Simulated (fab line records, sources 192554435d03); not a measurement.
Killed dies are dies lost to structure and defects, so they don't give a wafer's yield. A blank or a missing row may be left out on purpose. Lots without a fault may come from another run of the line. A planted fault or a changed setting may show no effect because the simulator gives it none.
Split-lot experiment | flow n5_finfet | 7 lots, 21 wafers read, on a route of 1938 steps

THE SPLIT
At N5_BEOL_M5_COAT_05 (resist thk 30 nm), the setting spin_rpm was moved away from the recipe's 1500 rpm on 8 of the 21 wafers read, by -4.6% to +10.3%. The other wafers ran this setting at the recipe's value.

FROM THE SPLIT TO THE READING: what the file shows between them, 4 steps
- N5_BEOL_M5_EBR_07
- N5_BEOL_M5_SOFTBAKE_06: time 60 s
- N5_BEOL_M5_EXPOSE_08: exposes mask M5, target cd 28 nm
- N5_BEOL_M5_PEB_09: peb time 60 s

THE READING
CAR-EUV_of_BEOL_M5_COAT_05.thk_nm (the simulator's own value, which no gauge read), in nm, at N5_BEOL_M5_DEVELOP_10 (develop time 30 s). The file gives no usual value for it. The 13 wafers here that ran the recipe average 29.6 nm, standard deviation 0.072 nm.

wafer  | tool, chamber at the split | spin_rpm as run, rpm | against the recipe | CAR-EUV_of_BEOL_M5_COAT_05.thk_nm, nm | against lot-mates on the recipe
L076.1 | litho_track-01, 0          | 1500                 | recipe             | 29.6                                  | -
L076.4 | litho_track-01, 0          | 1500                 | recipe             | 29.6                                  | -
L076.6 | litho_track-01, 0          | 1500                 | recipe             | 29.6                                  | -
L077.4 | litho_track-04, 0          | 1500                 | recipe             | 29.6                                  | -
L077.5 | litho_track-04, 0          | 1500                 | recipe             | 29.6                                  | -
L077.6 | litho_track-04, 0          | 1500                 | recipe             | 29.6                                  | -
L078.1 | litho_track-05, 0          | 1500                 | recipe             | 29.8                                  | -
L078.3 | litho_track-05, 0          | 1555                 | +3.7%              | 29.4                                  | -0.4
L078.5 | litho_track-05, 0          | 1555                 | +3.7%              | 29.2                                  | -0.6
L083.2 | litho_track-05, 0          | 1454                 | -3.1%              | 30.2                                  | +0.4
L083.4 | litho_track-05, 0          | 1454                 | -3.1%              | 30.2                                  | +0.4
L083.6 | litho_track-05, 0          | 1500                 | recipe             | 29.8                                  | -
L089.2 | litho_track-01, 0          | 1431                 | -4.6%              | 30.2                                  | +0.6
L089.4 | litho_track-01, 0          | 1431                 | -4.6%              | 30.2                                  | +0.6
L089.6 | litho_track-01, 0          | 1500                 | recipe             | 29.6                                  | -
L090.1 | litho_track-04, 0          | 1500                 | recipe             | 29.6                                  | -
L090.3 | litho_track-04, 0          | 1654                 | +10.3%             | 28.2                                  | -1.4
L090.5 | litho_track-04, 0          | 1654                 | +10.3%             | 28.2                                  | -1.4
L096.2 | litho_track-04, 0          | 1500                 | recipe             | 29.6                                  | -
L096.5 | litho_track-04, 0          | 1500                 | recipe             | 29.6                                  | -
L096.6 | litho_track-04, 0          | 1500                 | recipe             | 29.6                                  | -

THE FIT
A straight line over all 21 wafers: CAR-EUV_of_BEOL_M5_COAT_05.thk_nm changes by -0.137 nm for each +1% of spin_rpm; r = -0.98; the points scatter about the line by 0.1 nm.
The same after taking each lot's own level away (the mean of its wafers on the recipe; 21 wafers): -0.135 nm for each +1%; r = -1.00; scatter 0.033 nm.
On that fit, the largest move of spin_rpm shifts the reading by 1.4 nm.
The lots' own levels span 29.60 to 29.80 nm, that is 2.8 times the standard deviation above.
So the lot-to-lot level changes the slope little: the two slopes agree.
Check: with one of the wafers moved furthest among these (+10.3%) left out of the fit, the line predicts -1.38 nm for it against its lot-mates. It came out at -1.4 nm against them.

OTHER SPLITS ON THESE WAFERS
These wafers also went through other splits before the reading. Each is held against what the fit with the lots' levels taken away leaves over:
other split on the same wafers     | wafers away from the commonest value | r with CAR-EUV_of_BEOL_M5_COAT_05.thk_nm (lot level and that fit taken away)
N5_BEOL_M0_SAQP_EXPOSE_11 dose_mj  | 9                                    | +0.15
N5_BEOL_M0_SAQP_ETCH_107 source_w  | 8                                    | -0.07
N5_BEOL_M0_SAQP_COAT_87 spin_rpm   | 8                                    | +0.27
N5_BEOL_M1_COAT_05 spin_rpm        | 7                                    | -0.11
N5_BEOL_M1_ETCH_64 bias_w          | 5                                    | -0.03
N5_BEOL_M2_TRENCH_ETCH_37 source_w | 8                                    | -0.35
N5_BEOL_M3_SPUTTER_81 time_s       | 7                                    | +0.07
N5_BEOL_M4_TRENCH_ETCH_37 bias_w   | 9                                    | -0.37

THE WHOLE CHAIN: every reading that the file lists as answering this split, in the file's order
step                  | what it does      | reading                                                                            | change (the file's fit)               | r (the file's)
N5_BEOL_M5_COAT_05    | resist thk 30 nm  | CAR-EUV_of_BEOL_M5_COAT_05.thk_nm (the simulator's own value, which no gauge read) | -0.133 nm for each +1% of the setting | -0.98
N5_BEOL_M5_DEVELOP_10 | develop time 30 s | CAR-EUV_of_BEOL_M5_COAT_05.thk_nm (the simulator's own value, which no gauge read) | -0.135 nm for each +1% of the setting | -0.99

THE FILE'S OWN FIT
CAR-EUV_of_BEOL_M5_COAT_05.thk_nm changes by -0.135 nm for each +1% of spin_rpm, r = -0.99.
